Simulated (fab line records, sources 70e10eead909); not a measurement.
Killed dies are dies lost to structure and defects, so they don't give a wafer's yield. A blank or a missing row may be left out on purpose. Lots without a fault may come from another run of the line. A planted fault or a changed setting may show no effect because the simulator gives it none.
A struck lot beside a sound one | flow nand_harc | 14 steps out of a route of 1159
Sound: wafers L926.1, L926.2, L926.4. Struck: wafers L923.1, L923.4, L923.6. The cause comes at the end.
At each step with rows: each side's tool, then ch and its chambers, then its first start. Under that, the readings that differ: sound wafers | struck wafers | difference of the means | sigmas: that difference in standard deviations of wafers without a fault.
alike: readings whose means differ by less than 2 such deviations, and words and numbers that are the same on both sides. not compared: withheld readings, readings that some wafer has no value for, bounds like >300 that may hide the same value, and numbers for which the record gives no deviation and whose values overlap.
The two part at a step that has a row with sigmas, a row that says differs or no value, or rows on one side only. Numbers that don't overlap but have no deviation are shown without sigmas and don't part them. A reading that every wafer of one side lacks parts them only if that side has two wafers or more.

first, 1 step without rows for these wafers: NHARC_A_ONON_D1_DEP_19 (target thk 1000 nm).
NHARC_A_ONON_D1_THK_MEAS_21: measures by ellipsometry.
  sound on film_metro-02, day 11 20:51; struck on film_metro-01, day 11 03:34
  alike: thk_nm
then, 1 step without rows for these wafers: NHARC_A_ONON_D1_DEP_22 (target thk 1000 nm).
NHARC_A_ONON_D1_THK_MEAS_24: measures by ellipsometry.
  sound on film_metro-01, day 11 21:25; struck on film_metro-01, day 11 04:08
  alike: thk_nm
then, 1 step without rows for these wafers: NHARC_A_ONON_D1_DEP_25 (target thk 1000 nm).
NHARC_A_ONON_D1_THK_MEAS_27: measures by ellipsometry.
  sound on film_metro-01, day 11 21:59; struck on film_metro-02, day 11 04:42
  alike: thk_nm
then, 1 step without rows for these wafers: NHARC_A_ONON_D1_DEP_28 (target thk 1000 nm).
NHARC_A_ONON_D1_THK_MEAS_30: measures by ellipsometry.
  sound on film_metro-01, day 11 22:32; struck on film_metro-02, day 11 05:16
  reading     | sound       | struck         | difference | sigmas
  thk_nm (nm) | 988 989 988 | 1004 1005 1004 | +16        | +2
NHARC_A_ONON_D1_DEP_33: deposits SiO2, target thk 200 nm.
  sound on pecvd-04 ch 0,1, day 11 22:39; struck on pecvd-04 ch 0,1,2, day 11 05:22
  alike: flow_sccm, heater_power_w, throttle_valve_pct
  not compared: since_wet_clean_h
NHARC_A_ONON_D1_THK_MEAS_34: measures by ellipsometry.
  sound on film_metro-01, day 11 23:01; struck on film_metro-01, day 11 05:44
  alike: thk_nm
NHARC_A_ONON_D1_INSPECT_32:
  sound on defect_inspect-01, day 11 23:05; struck on defect_inspect-01, day 11 05:48
  alike: raw_defect_count
NHARC_A_CHANNEL_HOLE_D1_DEP_00: deposits aC, target thk 3100 nm.
  sound on acl_dep-02 ch 0, day 11 23:08; struck on acl_dep-02 ch 0, day 11 08:01
  alike: throttle_valve_pct
NHARC_A_CHANNEL_HOLE_D1_DEP_01: deposits SiON, target thk 140 nm.
  sound on pecvd-04 ch 0,1,2, day 12 01:07; struck on pecvd-03 ch 0,2, day 11 10:11
  alike: heater_power_w
  not compared: since_wet_clean_h
-- the record jumps here: 11 days lie between the struck wafers' starts before and after (it left off in module A_CHANNEL_HOLE_D1 and takes up again in module END, whose first step shown is number 1159 of the route) --
NHARC_END_SORT_01:
  sound on prober-01 ch 0, day 22 13:05; struck on prober-02 ch 0, day 22 05:59
  reading         | sound    | struck      | difference | sigmas
  killed_at_array | 42 42 42 | 677 676 673 | +633       | +58
  killed_dies     | 45 44 44 | 677 677 677 | +633       | +58
  alike: killed_at_other, killed_at_periphery, killed_open, killed_short

WHERE THEY PART
First at NHARC_A_ONON_D1_THK_MEAS_30; last, within this record, at NHARC_END_SORT_01.

WHY: what the simulator had put in
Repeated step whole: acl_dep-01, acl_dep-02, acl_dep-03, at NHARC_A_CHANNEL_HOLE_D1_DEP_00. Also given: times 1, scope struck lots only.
